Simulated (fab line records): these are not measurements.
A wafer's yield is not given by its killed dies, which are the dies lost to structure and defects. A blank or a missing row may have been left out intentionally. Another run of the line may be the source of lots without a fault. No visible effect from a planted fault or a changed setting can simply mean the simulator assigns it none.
What tool caused it? | flow nand-harc | Sampling: 12 lots, 36 wafers, 5 of 1302 route steps

WHAT THE GAUGES READ, wafer by wafer
NHARC_END_SORT_01.
lot  | measured     | on        | killed-at-array | killed-at-other | killed-at-periphery | killed-dies | killed-open | killed-short
L115 | day 28 23:00 | prober-01 | 21 27 21        | 0 0 1           | 8 2 2               | 29 29 24    | 8 5 1       | 4 6 3
L118 | day 29 14:12 | prober-01 | 672 670 674     | 1 0 0           | 4 7 3               | 677 677 677 | 1 4 3       | 3 3 1
L114 | day 29 19:08 | prober-02 | 664 664 667     | 0 0 0           | 13 13 10            | 677 677 677 | 2 3 5       | 5 4 3
L113 | day 31 00:22 | prober-02 | 669 674 675     | 1 1 1           | 7 2 1               | 677 677 677 | 2 2 1       | 3 0 0
L123 | day 31 18:24 | prober-02 | 53 62 68        | 0 0 0           | 3 4 4               | 56 66 72    | 2 2 4       | 1 3 2
L124 | day 31 16:09 | prober-01 | 47 47 56        | 3 0 1           | 6 5 5               | 56 52 62    | 3 4 2       | 6 2 2
L125 | day 31 23:48 | prober-02 | 80 70 68        | 0 1 1           | 6 7 9               | 86 78 78    | 6 1 2       | 4 4 1
L126 | day 32 07:33 | prober-01 | 57 60 57        | 6 3 2           | 3 3 3               | 66 66 62    | 2 0 5       | 3 2 1
L127 | day 32 17:38 | prober-01 | 75 68 51        | 0 0 1           | 7 5 7               | 82 73 59    | 2 5 2       | 9 3 3
L128 | day 32 21:37 | prober-02 | 61 54 58        | 1 1 0           | 4 6 5               | 66 61 63    | 3 6 3       | 3 0 0

WHICH TOOL RAN EACH LOT (tool, then ch and the chambers of the sampled wafers, then the start)
lot  | NHARC_P_BONDPAD_STRIP_15           | NHARC_P_BONDPAD_ANNEAL_28        | NHARC_P_BONDPAD_ACTIVATE_29        | NHARC_A_ZERO_WELL_ETCH_13
L115 | rie-diel-13 ch 0,2,3, day 10 19:41 | rtp-anneal-02 ch 0, day 10 21:06 | rie-diel-02 ch 0,2,3, day 10 22:02 | rie-si-01 ch 0,1,3, day 10 23:43
L112 | rie-diel-11 ch 0,1,2, day 10 19:57 | rtp-anneal-02 ch 0, day 10 21:25 | rie-diel-13 ch 0,1,3, day 10 22:22 | rie-si-05 ch 0,3, day 10 23:58
L118 | rie-diel-02 ch 0,1,3, day 11 03:33 | rtp-anneal-02 ch 0, day 11 04:56 | rie-diel-13 ch 1,2, day 11 05:46   | rie-si-01 ch 0,3, day 11 07:23
L114 | rie-diel-13 ch 1,3, day 11 03:50   | rtp-anneal-02 ch 0, day 11 05:48 | rie-diel-13 ch 1,3, day 11 06:41   | rie-si-06 ch 0,1, day 11 08:19
L113 | rie-diel-13 ch 0,3, day 11 09:16   | rtp-anneal-01 ch 0, day 11 10:44 | rie-diel-13 ch 0,2,3, day 11 11:42 | rie-si-01 ch 0,1, day 11 13:18
L123 | rie-diel-11 ch 2,3, day 12 16:44   | rtp-anneal-02 ch 0, day 12 18:13 | rie-diel-13 ch 0,1,3, day 12 19:01 | rie-si-01 ch 0,1,2, day 12 20:39
L124 | rie-diel-13 ch 2,3, day 13 05:19   | rtp-anneal-01 ch 0, day 13 06:38 | rie-diel-02 ch 1,2,3, day 13 07:35 | rie-si-01 ch 1,2, day 13 09:10
L125 | rie-diel-13 ch 0,3, day 13 12:13   | rtp-anneal-02 ch 0, day 13 13:29 | rie-diel-02 ch 1,2,3, day 13 14:28 | rie-si-01 ch 0,1,3, day 13 16:03
L126 | rie-diel-02 ch 0,2,3, day 14 06:25 | rtp-anneal-01 ch 0, day 14 07:43 | rie-diel-11 ch 0,2,3, day 14 08:44 | rie-si-06 ch 0,2,3, day 14 10:17
L127 | rie-diel-02 ch 1,2,3, day 14 08:34 | rtp-anneal-01 ch 0, day 14 09:51 | rie-diel-13 ch 0,1,2, day 14 10:49 | rie-si-05 ch 0,3, day 14 12:23
L128 | rie-diel-13 ch 0,2,3, day 14 19:35 | rtp-anneal-01 ch 0, day 14 20:53 | rie-diel-13 ch 0,1,3, day 14 21:50 | rie-si-01 ch 0,2,3, day 14 23:25
L131 | rie-diel-02 ch 1,3, day 16 02:59   | rtp-anneal-01 ch 0, day 16 04:18 | rie-diel-02 ch 0,2,3, day 16 05:11 | rie-si-06 ch 1,2,3, day 16 06:40
- NHARC_P_BONDPAD_STRIP_15: strips in O2.
- NHARC_P_BONDPAD_ANNEAL_28: time 90 s.
- NHARC_P_BONDPAD_ACTIVATE_29: chemistry N2, time 60 s.
- NHARC_A_ZERO_WELL_ETCH_13: etches the open film in HBr/Cl2, target depth 120 nm, time 40.1 s.

AS READ BY THE TOOLS THEMSELVES (means over the sampled wafers that have a number; for cases with no such wafer, the mark the record gives instead)
NHARC_P_BONDPAD_STRIP_15.
lot  | tool        | drypump-motor-current-A (A) | mfc-ar-sccm (sccm) | oes-product-au (a.u.) | rf-vpp-V (V) | showerhead-plenum-p-Torr (Torr) | throttle-valve-pct (%)
L115 | rie-diel-13 | 5.79                        | 0.000              | 0.998                 | 57.6         | 3.42                            | 17.039
L112 | rie-diel-11 | 5.59                        | 0.007              | 0.993                 | 56.9         | 3.47                            | 17.042
L118 | rie-diel-02 | 5.76                        | 0.012              | 0.994                 | 58.0         | 3.53                            | 17.034
L114 | rie-diel-13 | 5.49                        | 0.000              | 0.989                 | 57.5         | 3.52                            | 17.032
L113 | rie-diel-13 | 5.74                        | 0.000              | 1.010                 | 56.9         | 3.39                            | 17.036
L123 | rie-diel-11 | 5.72                        | 0.012              | 0.992                 | 58.0         | 3.55                            | 17.032
L124 | rie-diel-13 | 5.89                        | 0.000              | 0.993                 | 58.1         | 3.45                            | 17.039
L125 | rie-diel-13 | 5.57                        | 0.000              | 0.994                 | 57.8         | 3.41                            | 17.041
L126 | rie-diel-02 | 5.65                        | 0.019              | 0.988                 | 58.0         | 3.56                            | 17.034
L127 | rie-diel-02 | 5.78                        | 0.011              | 0.997                 | 57.6         | 3.46                            | 17.028
L128 | rie-diel-13 | 5.81                        | 0.000              | 0.991                 | 57.3         | 3.42                            | 17.041
L131 | rie-diel-02 | 5.87                        | 0.003              | 0.999                 | 58.1         | 3.43                            | 17.035

NHARC_P_BONDPAD_ANNEAL_28.
lot  | tool          | wafer_temp_C_max
L115 | rtp-anneal-02 | 225.93
L112 | rtp-anneal-02 | 226.08
L118 | rtp-anneal-02 | 226.39
L114 | rtp-anneal-02 | 225.89
L113 | rtp-anneal-01 | 225.94
L123 | rtp-anneal-02 | 225.97
L124 | rtp-anneal-01 | 225.94
L125 | rtp-anneal-02 | 226.41
L126 | rtp-anneal-01 | 225.88
L127 | rtp-anneal-01 | 226.02
L128 | rtp-anneal-01 | 226.00
L131 | rtp-anneal-01 | 225.67

NHARC_P_BONDPAD_ACTIVATE_29.
lot  | tool        | drypump-motor-current-A (A) | mfc-ar-sccm (sccm) | oes-product-au (a.u.) | rf-vpp-V (V) | showerhead-plenum-p-Torr (Torr)
L115 | rie-diel-02 | 5.66                        | 0.019              | 0.983                 | 64.4         | 1.79
L112 | rie-diel-13 | 5.65                        | 0.000              | 0.997                 | 63.7         | 1.75
L118 | rie-diel-13 | 5.95                        | 0.000              | 1.000                 | 63.6         | 1.77
L114 | rie-diel-13 | 5.58                        | 0.000              | 0.987                 | 64.9         | 1.80
L113 | rie-diel-13 | 5.82                        | 0.000              | 0.992                 | 64.7         | 1.71
L123 | rie-diel-13 | 5.64                        | 0.000              | 0.999                 | 64.2         | 1.75
L124 | rie-diel-02 | 5.79                        | 0.011              | 0.991                 | 62.7         | 1.73
L125 | rie-diel-02 | 5.80                        | 0.011              | 0.992                 | 64.0         | 1.73
L126 | rie-diel-11 | 5.82                        | 0.006              | 0.995                 | 64.4         | 1.80
L127 | rie-diel-13 | 5.89                        | 0.000              | 0.999                 | 64.3         | 1.75
L128 | rie-diel-13 | 5.64                        | 0.000              | 0.986                 | 64.4         | 1.75
L131 | rie-diel-02 | 5.65                        | 0.019              | 0.999                 | 64.6         | 1.78

NHARC_A_ZERO_WELL_ETCH_13.
lot  | tool      | bias-w (W) | chamber-pressure-mTorr (mTorr) | drypump-motor-current-A (A) | he-backside-leak-sccm (sccm) | oes-product-au (a.u.) | throttle-valve-pct (%)
L115 | rie-si-01 | 100.08     | 14.991                         | 5.8                         | 2.65                         | 0.989                 | 26.408
L112 | rie-si-05 | 100.01     | 14.996                         | 6.0                         | 2.87                         | 1.007                 | 26.406
L118 | rie-si-01 | -          | -                              | -                           | -                            | -                     | -
L114 | rie-si-06 | -          | -                              | -                           | -                            | -                     | -
L113 | rie-si-01 | -          | -                              | -                           | -                            | -                     | -
L123 | rie-si-01 | 100.02     | 14.993                         | 6.0                         | 2.73                         | 0.995                 | 26.416
L124 | rie-si-01 | 99.99      | 14.984                         | 6.1                         | 2.71                         | 0.991                 | 26.399
L125 | rie-si-01 | 99.66      | 14.990                         | 5.9                         | 2.44                         | 0.990                 | 26.409
L126 | rie-si-06 | 100.17     | 14.991                         | 5.6                         | 2.70                         | 0.999                 | 26.408
L127 | rie-si-05 | 100.33     | 14.988                         | 6.0                         | 3.02                         | 0.992                 | 26.405
L128 | rie-si-01 | 100.21     | 14.991                         | 6.1                         | 2.65                         | 0.995                 | 26.400
L131 | rie-si-06 | 100.07     | 15.011                         | 5.7                         | 2.68                         | 1.000                 | 26.404

THE ANSWER, worked out from the rows above alone
Rule: the lots themselves supply what counts as usual. Put in order of their means at a reading, lots are off if they are a third of the lots or fewer, leave a main group of 4 or more, and stand apart from it by a gap of 3 or more times the standard deviation of the main group's means; of several such gaps the widest counts. A main group whose means are all the same, to the digits that the tables above print for the reading, isn't used. Also off: a lot with no number at a reading for which 4 or more lots have one. Where the step has rows for the other lots, those lots are counted as sound. First the gauges in route order, then the tools' own readings, where a lot's mean is used as printed above. At the first step where some lot is off, the reading lying furthest off is the one used; lots without a number count as furthest.
Off: L118, L114, L113, at NHARC_END_SORT_01 (killed-at-array). Mean 55 and standard deviation 15 in the main group. Neither off nor sound, because the step has no rows for them: L112, L131.
If a tool, at a process step before that reading, ran all the lots that are off and no sound lot after the first of them, it fits. The gauges at NHARC_END_SORT_01 aren't tried: what is off there is off at NHARC_A_ZERO_WELL_ETCH_13 too, on other tools, and a gauge's error can't cause that. Not one of the candidates tried fits.

WHAT THE SIMULATOR PUT IN
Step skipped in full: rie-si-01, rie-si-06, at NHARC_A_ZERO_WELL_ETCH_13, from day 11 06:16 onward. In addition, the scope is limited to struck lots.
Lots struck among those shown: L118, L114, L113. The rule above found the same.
